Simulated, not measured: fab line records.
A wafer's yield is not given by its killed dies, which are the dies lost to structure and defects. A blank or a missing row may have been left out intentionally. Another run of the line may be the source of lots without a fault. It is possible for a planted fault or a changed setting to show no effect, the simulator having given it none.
fab line records	flow n5_finfet
[record] lots = 10	wafers = 30	last_day = 15
route steps=1938 shown BEOL_M2@920 BEOL_M3@933 BEOL_M4@1111 PASSIVATION@1936
lots that met no fault: taken from a fault-free run of the same line
start_h: hours from the record's opening day to when the first of the lot's shown wafers began	wait_h: time in hours since the lot's previous step	" identical to the entry in the row above	L1.1+2: several wafers, shown together as one row	- value missing, or start not given	* or withheld: withheld	< > ~ a bound
route shown NAME@n: a module of which the file shows steps, and the number in the route of the first	usual: mean and standard deviation over wafers with no fault	same: alike in all rows	chamber/n: place in a boat	sites: per-site readings	_std_site: standard deviation of those values	_edge_site: the outer-site mean with the inner-site mean subtracted	radius_mm: for every site, how far away it sits from the centre of the wafer	mask NAME#n: copy n	behind: the last tool/chamber to shape the wafer	hold: cause of the lot's hold/its duration in hours/its outcome	device: which transistor (n, p or np) failed to switch	end of line: the tests these same wafers got at the end of their route	a step without rows: its recipe alone	killed: dies that structure and defects cost at the first sort, which is not the same as the wafer's yield	map: shows each die of a wafer: x if killed, . if not, _ if none is there
set.NAME: the run value of the setting; set.NAME@STEP: its run value at that earlier step	model.NAME: the simulator's own value behind a step, which no gauge read
steps of the route over a sample of lots; a table a step, a row a wafer
services: when a tool's chamber went out of use (start_h, in hours from the record's first day, below 0 if earlier), for how many hours, and the reason
[[steps]]
[step N5_BEOL_M2_SPUTTER_96]
[recipe] material = Cu	target_thk_a = 45	temp_c = -20	chamber_pressure_pa = 0.07	power_w = withheld	time_s = 8.29
[usual] throttle_valve_pct = 30.3/1.3
lot.wafer	tool	chamber	start_h	wait_h	throttle_valve_pct
L969.2	pvd_sputter-01	-	136.38	0.1	31.5
L969.3	"	-	"	"	31.0
L969.4	"	-	"	"	28.9
L970.2	pvd_sputter-01	-	144.11	0.1	31.2
L970.4	"	-	"	"	31.1
L970.5	"	-	"	"	31.5
L971.1	pvd_sputter-02	-	151.03	0.1	30.0
L971.3	"	-	"	"	27.9
L971.4	"	-	"	"	31.2
L973.1	pvd_sputter-02	-	157.73	0.1	29.9
L973.3	"	-	"	"	31.5
L973.6	"	-	"	"	31.1
L974.1	pvd_sputter-03	-	167.06	0.1	30.4
L974.3	"	-	"	"	28.2
L974.5	"	-	"	"	30.5
L975.1	pvd_sputter-02	-	170.68	0.1	31.5
L975.2	"	-	"	"	31.0
L975.4	"	-	"	"	27.8
L976.1	pvd_sputter-02	-	184.20	0.1	29.8
L976.2	"	-	"	"	28.0
L976.3	"	-	"	"	31.4
L979.1	pvd_sputter-03	-	213.81	0.1	28.2
L979.3	"	-	"	"	29.7
L979.6	"	-	"	"	28.5
L982.2	pvd_sputter-01	-	224.60	0.1	31.5
L982.4	"	-	"	"	29.0
L982.6	"	-	"	"	31.0
L984.1	pvd_sputter-01	-	231.81	0.1	31.3
L984.5	"	-	"	"	31.4
L984.6	"	-	"	"	31.4
[step N5_BEOL_M2_CO_CAP_55]
[recipe] material = Co	target_thk_a = 20	temp_c = 200	precursor = CCTBA/H2	pressure_torr = 30	time_s = 102.1
[usual] chamber_pressure_Torr = 30.00/0.07	heater_power_w = 251/43	run_length_s = 125.0/0.65
lot.wafer	tool	chamber	start_h	wait_h	chamber_pressure_Torr	heater_power_w	run_length_s
L969.2	cvd_co-02	0	137.24	0.0	29.95	298	124.7
L969.3	"	1	"	"	30.01	196	123.8
L969.4	"	1	"	"	29.98	194	123.8
L970.2	cvd_co-02	0	144.97	0.0	30.01	288	124.7
L970.4	"	0	"	"	30.00	296	124.9
L970.5	"	2	"	"	29.97	233	125.5
L971.1	cvd_co-01	2	152.38	0.0	30.09	197	125.4
L971.3	"	0	"	"	29.99	290	123.9
L971.4	"	2	"	"	30.04	191	125.4
L973.1	cvd_co-02	1	158.86	0.0	29.90	194	124.4
L973.3	"	0	"	"	29.91	296	124.8
L973.6	"	2	"	"	29.95	236	125.0
L974.1	cvd_co-01	2	167.93	0.0	29.94	195	125.5
L974.3	"	1	"	"	30.05	285	125.7
L974.5	"	2	"	"	29.87	200	125.4
L975.1	cvd_co-01	0	171.54	0.0	29.96	286	124.3
L975.2	"	2	"	"	29.99	196	126.1
L975.4	"	2	"	"	30.03	196	126.1
L976.1	cvd_co-01	0	185.12	0.0	30.10	286	124.2
L976.2	"	1	"	"	29.99	278	125.7
L976.3	"	2	"	"	29.98	196	125.4
L979.1	cvd_co-01	1	214.69	0.0	30.12	286	125.3
L979.3	"	0	"	"	30.11	287	124.2
L979.6	"	1	"	"	30.07	288	125.0
L982.2	cvd_co-02	0	225.61	0.0	30.07	303	124.8
L982.4	"	2	"	"	29.97	237	125.9
L982.6	"	1	"	"	30.01	193	124.2
L984.1	cvd_co-01	0	232.90	0.0	30.00	296	124.6
L984.5	"	1	"	"	30.07	285	124.8
L984.6	"	2	"	"	29.93	196	216.0
[step N5_BEOL_M2_DEP_57]
[recipe] material = SiCN	target_thk_a = 80	temp_c = withheld	precursor = 3MS/NH3	pressure_torr = 3	rf_w = 202	time_s = 14
[usual] chamber_pressure_Torr = 3.000/0.0069	showerhead_plenum_p_Torr = 3.672/0.012	throttle_valve_pct = 9.0/0.42
lot.wafer	tool	chamber	start_h	wait_h	chamber_pressure_Torr	showerhead_plenum_p_Torr	throttle_valve_pct
L969.2	pecvd-02	0	137.36	0.0	3.005	3.702	8.9
L969.3	"	1	"	"	2.996	3.673	9.2
L969.4	"	1	"	"	3.000	3.678	9.4
L970.2	pecvd-04	1	145.09	0.0	3.007	3.658	9.6
L970.4	"	1	"	"	2.998	3.658	9.8
L970.5	"	0	"	"	3.002	3.661	8.6
L971.1	pecvd-02	0	152.50	0.0	3.003	3.694	9.1
L971.3	"	2	"	"	2.997	3.661	8.8
L971.4	"	0	"	"	2.997	3.694	9.0
L973.1	pecvd-04	1	158.98	0.0	2.999	3.659	9.7
L973.3	"	2	"	"	3.000	3.674	8.3
L973.6	"	0	"	"	3.006	3.667	8.6
L974.1	pecvd-01	1	168.04	0.0	3.000	3.669	9.0
L974.3	"	0	"	"	2.984	3.674	9.1
L974.5	"	1	"	"	2.999	3.679	9.4
L975.1	pecvd-04	2	171.66	0.0	2.998	3.680	8.4
L975.2	"	0	"	"	2.996	3.664	8.6
L975.4	"	1	"	"	3.000	3.664	9.6
L976.1	pecvd-02	1	185.23	0.0	3.007	3.673	9.2
L976.2	"	2	"	"	3.000	3.667	8.9
L976.3	"	0	"	"	3.003	3.690	8.9
L979.1	pecvd-01	1	214.81	0.0	3.005	3.668	9.4
L979.3	"	1	"	"	2.998	3.667	9.4
L979.6	"	1	"	"	2.995	3.662	9.3
L982.2	pecvd-04	2	225.73	0.0	2.998	3.677	8.5
L982.4	"	2	"	"	3.008	3.680	8.2
L982.6	"	1	"	"	3.000	3.660	9.6
L984.1	pecvd-04	0	233.02	0.0	2.985	3.656	8.6
L984.5	"	0	"	"	2.993	3.668	9.0
L984.6	"	1	"	"	2.998	3.664	9.8
[step N5_BEOL_M3_PECVD_72]
[recipe] material = SiO2	target_thk_a = 160	temp_c = 400	precursor = TEOS/O2	pressure_torr = 5.5	rf_w = 450	teos_flow_sccm = 53.8	gas = O2	flow_sccm = 3000	time_s = 18
[usual] chamber_pressure_Torr = 5.499/0.012	heater_power_w = 729/140	showerhead_plenum_p_Torr = 8.81/0.065	throttle_valve_pct = 22.3/0.93
lot.wafer	tool	chamber	start_h	wait_h	chamber_pressure_Torr	heater_power_w	showerhead_plenum_p_Torr	throttle_valve_pct
L969.2	pecvd-03	0	137.59	0.0	5.511	485	8.67	23.4
L969.3	"	1	"	"	5.493	808	8.83	23.3
L969.4	"	2	"	"	5.488	592	8.74	22.5
L970.2	pecvd-04	0	145.32	0.0	5.504	862	8.78	21.4
L970.4	"	1	"	"	5.503	903	8.77	23.6
L970.5	"	0	"	"	5.509	868	8.77	21.3
L971.1	pecvd-02	1	152.73	0.0	5.505	596	8.82	22.8
L971.3	"	0	"	"	5.488	865	8.92	21.8
L971.4	"	2	"	"	5.517	613	8.79	21.6
L973.1	pecvd-03	1	159.22	0.0	5.492	881	8.85	23.4
L973.3	"	2	"	"	5.492	495	8.74	22.6
L973.6	"	1	"	"	5.489	857	8.84	23.3
L974.1	pecvd-03	1	168.28	0.0	5.501	762	8.81	23.5
L974.3	"	0	"	"	5.495	533	8.67	23.2
L974.5	"	2	"	"	5.504	589	8.75	22.5
L975.1	pecvd-03	0	171.89	0.0	5.498	506	8.66	23.4
L975.2	"	2	"	"	5.499	580	8.75	23.0
L975.4	"	1	"	"	5.509	870	8.83	23.2
L976.1	pecvd-02	1	185.47	0.0	5.493	613	8.80	22.8
L976.2	"	0	"	"	5.496	768	8.91	22.1
L976.3	"	2	"	"	5.487	563	8.79	21.4
L979.1	pecvd-03	1	215.07	0.0	5.506	803	8.81	23.5
L979.3	"	0	"	"	5.503	580	8.66	23.3
L979.6	"	0	"	"	5.506	572	8.66	23.3
L982.2	pecvd-04	1	225.96	0.0	5.512	946	8.76	23.5
L982.4	"	1	"	"	5.486	901	8.75	23.5
L982.6	"	0	"	"	5.493	893	8.79	21.7
L984.1	pecvd-04	1	233.25	0.0	5.505	831	8.75	23.8
L984.5	"	2	"	"	5.490	861	8.86	20.7
L984.6	"	1	"	"	5.508	855	8.77	23.5
[step N5_BEOL_M4_RC_MEAS_101]
[usual] DIBL_N = 36.2/1.7	DIBL_P = 36.2/2.2	IOFF_N = 0.16/0.035	IOFF_P = 0.21/0.042	ION_N = 673/13	ION_P = 462/7.9	SS_N = 71.4/0.59	SS_P = 73.2/0.7	VT_N = 250/3.6	VT_P = -251/3.5
lot.wafer	tool	chamber	start_h	wait_h	DIBL_N[mV/V]	DIBL_P[mV/V]	IOFF_N[nA/um]	IOFF_P[nA/um]	ION_N[uA/um]	ION_P[uA/um]	SS_N[mV/dec]	SS_P[mV/dec]	VT_N[mV]	VT_P[mV]
L969.2	prober-01	0	158.81	0.2	39.5	39.9	0.20	0.24	672	458	72.9	74.6	248	-248
L969.3	"	0	"	"	37.5	36.7	0.17	0.20	681	461	71.9	74.5	253	-251
L969.4	"	0	"	"	34.2	33.5	0.11	0.15	642	443	71.0	72.4	256	-256
L970.2	prober-01	0	167.22	0.2	36.3	36.1	0.14	0.19	653	446	70.9	73.0	250	-252
L970.4	"	0	"	"	38.7	40.1	0.21	0.25	688	461	72.5	74.0	243	-247
L970.5	"	0	"	"	36.4	38.5	0.17	0.22	674	465	71.4	73.9	248	-251
L971.1	prober-01	0	173.48	0.0	33.7	35.2	0.14	0.21	667	469	70.5	72.9	252	-250
L971.3	"	0	"	"	35.4	37.1	0.16	0.23	674	473	71.1	73.2	250	-248
L971.4	"	0	"	"	35.9	37.6	0.18	0.23	682	473	71.9	74.0	248	-250
L973.1	prober-02	0	178.17	0.0	35.5	34.9	0.14	0.19	667	464	70.9	73.4	251	-251
L973.3	"	0	"	"	34.1	33.8	0.12	0.18	673	467	70.8	72.8	250	-254
L973.6	"	0	"	"	36.4	35.9	0.17	0.21	689	467	71.2	72.6	247	-250
L974.1	prober-01	0	188.64	0.0	39.8	40.7	0.25	0.32	705	485	72.4	74.7	240	-245
L974.3	"	0	"	"	39.8	39.1	0.22	0.28	680	468	71.3	74.4	246	-248
L974.5	"	0	"	"	41.5	41.8	0.28	0.36	688	478	72.1	74.7	243	-243
L975.1	prober-01	0	196.32	0.0	35.6	38.0	0.17	0.21	681	456	71.0	72.9	252	-250
L975.2	"	0	"	"	34.7	36.0	0.14	0.18	662	454	71.7	73.0	250	-253
L975.4	"	0	"	"	38.1	39.9	0.20	0.23	681	458	71.8	74.0	249	-251
L976.1	prober-02	0	211.46	0.0	37.3	37.1	0.18	0.24	676	468	71.6	72.4	249	-248
L976.2	"	0	"	"	37.1	38.6	0.19	0.27	691	477	71.7	73.7	246	-247
L976.3	"	0	"	"	36.5	36.5	0.16	0.22	682	463	71.3	72.6	250	-250
L979.1	prober-01	0	237.61	0.0	36.3	36.0	0.15	0.20	673	459	71.0	73.7	253	-253
L979.3	"	0	"	"	38.6	38.3	0.20	0.24	670	456	71.4	74.2	248	-251
L979.6	"	0	"	"	37.6	36.5	0.17	0.21	671	462	72.3	73.1	248	-250
L982.2	prober-02	0	247.97	0.2	36.2	34.2	0.14	0.17	679	460	72.2	73.1	252	-255
L982.4	"	0	"	"	35.7	34.5	0.13	0.17	680	461	70.5	73.2	254	-256
L982.6	"	0	"	"	37.3	35.9	0.15	0.19	674	461	71.6	72.7	253	-251
L984.1	prober-02	0	250.91	0.0	36.0	36.3	0.17	0.21	684	466	71.8	73.6	251	-251
L984.5	"	0	"	"	33.5	33.6	0.12	0.18	668	463	70.9	72.8	255	-253
L984.6	"	0	"	"	37.8	38.1	0.20	0.26	684	464	71.9	74.1	247	-247
[step N5_PASSIVATION_PROBE_49]
[usual] defect_limited_yield = 91.4/1.4	killed_at_M0_to_M3 = 31/10	killed_at_M4_up = 14/5.6	killed_at_contacts = 13/6.3	killed_at_front_end = 39/10	killed_at_other = 4/3.1	killed_dies = 101/16	killed_open = 65/13	killed_short = 34/7.2	sort_bin_4_leakage = 0.00/0.007	sort_bin_5_function = 5.1/0.88	sort_bin_6_memory = 3.2/0.66	sort_n_pass = 1079/16	sort_yield_pct = 91.4/1.4
[same] gross_dies = 1180	killed_at_back_side = 0	sort_bin_8_speed[%] = 0
lot.wafer	tool	chamber	start_h	wait_h	defect_limited_yield[%]	killed_at_M0_to_M3	killed_at_M4_up	killed_at_contacts	killed_at_front_end	killed_at_other	killed_dies	killed_open	killed_short	sort_bin_4_leakage[%]	sort_bin_5_function[%]	sort_bin_6_memory[%]	sort_n_pass	sort_yield_pct[%]
L975.1	prober-01	-	294.80	0.0	93.8	23	6	10	32	2	73	44	27	0	3.6	2.5	1107	93.8
L975.2	prober-01	-	294.85	0.1	91.5	37	13	14	34	2	100	74	26	0	5.3	3.0	1080	91.5
L975.4	prober-01	-	294.95	0.2	93.1	31	9	4	34	3	81	51	29	0	3.6	2.9	1099	93.1
L979.6	prober-01	-	345.21	0.3	92.8	28	20	11	26	0	85	57	28	0	4.7	2.3	1095	92.8
L982.2	prober-02	-	356.06	0.1	88.0	49	17	10	55	11	142	93	46	0	6.9	4.7	1038	88.0
L982.4	prober-02	-	356.16	0.2	92.2	21	13	11	36	11	92	53	36	0	4.8	2.5	1088	92.2
L982.6	prober-02	-	356.26	0.3	90.1	32	18	8	51	8	117	79	34	0	5.4	4.1	1063	90.1
// killed by level:class
L975.1 FIN_SAQP:geometric_particle:open=8 MOL_CONTACT_COAG:geometric_particle:open=7 FIN_SAQP:geometric_particle:short=6 BEOL_M0_SAQP:geometric_particle:open=6 GATE_CUT:geometric_particle:short=4 BEOL_M1:geometric_particle:short=4 MOL_CONTACT_COAG:geometric_particle:short=3 BEOL_M2:geometric_particle:open=3
L975.2 BEOL_M3:geometric_particle:open=16 MOL_CONTACT_COAG:geometric_particle:open=13 FIN_SAQP:geometric_particle:short=7 BEOL_M0_SAQP:geometric_particle:short=6 STI_FIN_REVEAL:geometric_particle:open=5 BEOL_M2:geometric_particle:open=5 DUMMY_GATE:geometric_particle:open=4 BEOL_M0_SAQP:geometric_particle:open=4
L975.4 BEOL_M0_SAQP:geometric_particle:open=13 FIN_SAQP:geometric_particle:short=10 BEOL_M0_SAQP:geometric_particle:short=7 FIN_SAQP:geometric_particle:open=6 BEOL_M1:geometric_particle:open=5 BEOL_M8:geometric_particle:open=4 MOL_CONTACT_COAG:geometric_particle:open=3 BEOL_M7:geometric_particle:open=3
L979.6 BEOL_M4:geometric_particle:open=11 MOL_CONTACT_COAG:geometric_particle:open=8 BEOL_M0_SAQP:geometric_particle:short=8 STI_FIN_REVEAL:geometric_particle:open=7 DUMMY_GATE:geometric_particle:open=4 BEOL_M0_SAQP:geometric_particle:open=4 BEOL_M1:geometric_particle:open=4 BEOL_M3:geometric_particle:open=4
L982.2 BEOL_M0_SAQP:geometric_particle:short=16 BEOL_M0_SAQP:geometric_particle:open=14 DUMMY_GATE:geometric_particle:open=11 STI_FIN_REVEAL:geometric_particle:open=9 BEOL_M4:geometric_particle:open=9 MOL_CONTACT_COAG:geometric_particle:open=8 GATE_CUT:geometric_particle:short=7 BEOL_M2:geometric_particle:open=6
L982.4 MOL_CONTACT_COAG:geometric_particle:open=9 BEOL_M0_SAQP:geometric_particle:short=7 FIN_SAQP:geometric_particle:short=6 FIN_SAQP:geometric_particle:open=5 DUMMY_GATE:geometric_particle:short=5 DUMMY_GATE:geometric_particle:open=5 BEOL_M2:geometric_particle:open=5 BEOL_M4:geometric_particle:open=5
L982.6 FIN_SAQP:geometric_particle:open=13 BEOL_M0_SAQP:geometric_particle:open=12 GATE_CUT:geometric_particle:open=9 BEOL_M0_SAQP:geometric_particle:short=7 STI_FIN_REVEAL:geometric_particle:open=6 DUMMY_GATE:geometric_particle:open=6 MOL_CONTACT_COAG:geometric_particle:open=5 MIM_BOT:geometric_particle:open=4
[[services]]
tool	chamber	start_h	hours	kind
cvd_co-02	1	114.67	-	clean
cvd_co-02	1	114.67	22.0	scheduled_down
cvd_co-02	1	114.67	22.0	vent_cycle
cvd_co-02	-	116.36	0.9	repair
pecvd-01	0	121.18	2.1	scheduled_down
pecvd-04	-	125.98	2.8	pm
pecvd-03	0	156.29	5.5	scheduled_down
cvd_co-02	2	166.16	9.0	repair
pecvd-01	2	169.32	2.1	scheduled_down
pecvd-04	0	178.14	6.4	repair
pecvd-02	-	181.06	0.7	repair
pecvd-01	-	191.71	0.4	repair
pecvd-01	2	202.38	-	clean
pecvd-01	2	202.38	-	consumable_replace:showerhead
pecvd-01	2	202.38	29.0	scheduled_down
pecvd-01	2	202.38	29.0	vent_cycle
pecvd-02	2	213.72	5.5	scheduled_down
[[key]]
[first_sign] step = N5_BEOL_M2_CO_CAP_55	reading = run_length_s	direction = up	sigmas = 99+	usual = *	struck = *
effect none on later readings
met_at N5_BEOL_M2_CO_CAP_55
struck_lots L984
struck_wafers L984.6
not_acting_at N5_BEOL_M2_SPUTTER_96,N5_BEOL_M2_DEP_57,N5_BEOL_M3_PECVD_72
onset_between 214.69 232.90
[fault] kind = process_parameter_drift	tool = cvd_co-01	chamber = -	onset_h = 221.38	steps = N5_BEOL_M2_CO_CAP_55	channel = time_s	offset = *	shape = step	end_h = 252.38	scope = struck_wafers_only	acts_in = *	stated = *
